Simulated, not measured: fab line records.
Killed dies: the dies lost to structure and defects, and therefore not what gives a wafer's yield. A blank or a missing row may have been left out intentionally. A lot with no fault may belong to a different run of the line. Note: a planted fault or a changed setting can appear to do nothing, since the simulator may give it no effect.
Chamber matching || flow n5-finfet || rie-diel-01 running N5_BEOL_M4_ETCHBACK_99: 4 sister chambers
The step etches SiO2 in CHF3, target depth 5 nm, time 10.4 s. 4 wafers are shown with their chamber, then 9 later ones without.

WAFERS PAIRED WITH THEIR CHAMBERS
{"wafer": "L079.5", "chamber": 2, "drypump-motor-current-A (A)": 6.4}
{"wafer": "L087.6", "chamber": 1, "drypump-motor-current-A (A)": 6.1}
{"wafer": "L088.5", "chamber": 0, "drypump-motor-current-A (A)": 5.4}
{"wafer": "L088.6", "chamber": 3, "drypump-motor-current-A (A)": 5.3}

WAFERS MISSING THEIR CHAMBER
{"wafer": "L092.1", "drypump-motor-current-A (A)": 6.1}
{"wafer": "L092.2", "drypump-motor-current-A (A)": 6.4}
{"wafer": "L092.4", "drypump-motor-current-A (A)": 6.4}
{"wafer": "L096.1", "drypump-motor-current-A (A)": 5.3}
{"wafer": "L096.4", "drypump-motor-current-A (A)": 6.1}
{"wafer": "L096.5", "drypump-motor-current-A (A)": 6.3}
{"wafer": "L097.1", "drypump-motor-current-A (A)": 6.1}
{"wafer": "L097.4", "drypump-motor-current-A (A)": 6.4}
{"wafer": "L097.6", "drypump-motor-current-A (A)": 5.3}

WHICH CHAMBER EACH ONE RAN IN
{"wafer": "L092.1", "from the rows above": 1, "in truth": 1}
{"wafer": "L092.2", "from the rows above": 2, "in truth": 2}
{"wafer": "L092.4", "from the rows above": 2, "in truth": 2}
{"wafer": "L096.1", "from the rows above": 3, "in truth": 3}
{"wafer": "L096.4", "from the rows above": 1, "in truth": 1}
{"wafer": "L096.5", "from the rows above": 2, "in truth": 2}
{"wafer": "L097.1", "from the rows above": 1, "in truth": 1}
{"wafer": "L097.4", "from the rows above": 2, "in truth": 2}
{"wafer": "L097.6", "from the rows above": 3, "in truth": 3}
Placed correctly: 9 of 9. Can't be placed from these rows: 0. 0 placed wrongly.
How it was worked out, from the rows above alone: a wafer's distance from a chamber is the root of the sum, over the readings, of the square of ((its reading less the chamber's mean) divided by the reading's scatter). If the next closest chamber is less than 2 further off than the closest, the wafer can't be placed; otherwise it belongs to the closest. A chamber's mean is the mean of its shown wafers. The scatter (one wafer shown for each chamber): square how far every hidden wafer sits from the nearest shown wafer, average those squares and take the square root.
